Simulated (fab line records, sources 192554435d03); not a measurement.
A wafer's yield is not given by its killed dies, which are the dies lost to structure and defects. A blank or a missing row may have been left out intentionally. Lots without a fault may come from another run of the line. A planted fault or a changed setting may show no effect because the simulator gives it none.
Matching of chambers | flow n5 finfet | rie diel-01 running N5_BEOL_M14_DESCUM_15: 4 sister chambers
The step chemistry O2, time 7.9 s. 4 wafers are shown with their chamber, then 10 later ones without.

== EACH WAFER AND ITS CHAMBER ==
wafer  | chamber | showerhead plenum p Torr (Torr)
L086.5 | 2       | 2.18
L089.5 | 1       | 2.13
L092.3 | 3       | 2.10
L092.4 | 0       | 2.21

== WAFERS WITH NO CHAMBER GIVEN ==
wafer  | showerhead plenum p Torr (Torr)
L092.5 | 2.18
L093.1 | 2.21
L093.2 | 2.10
L093.6 | 2.10
L096.1 | 2.21
L096.2 | 2.12
L096.4 | 2.10
L095.2 | 2.21
L095.3 | 2.10
L095.6 | 2.21

== EACH ONE'S CHAMBER ==
wafer  | from the rows above | in truth
L092.5 | 2                   | 2
L093.1 | 0                   | 0
L093.2 | 3                   | 3
L093.6 | 3                   | 3
L096.1 | 0                   | 0
L096.2 | 1                   | 1
L096.4 | 3                   | 3
L095.2 | 0                   | 0
L095.3 | 3                   | 3
L095.6 | 0                   | 0
10 of 10 placed correctly. Left unplaced by these rows: 0. 0 placed wrongly.
How it was worked out, from the rows above alone: a wafer's distance from a chamber is the root of the sum, over the readings, of the square of ((its reading less the chamber's mean) divided by the reading's scatter). The wafer belongs to the nearest chamber; if the next one is less than 2 further off, it can't be placed. For every chamber, the mean is computed from those of its wafers that are shown. The scatter: with one shown wafer a chamber, the root of the mean of the squares of how far each hidden wafer lies from its nearest shown one.
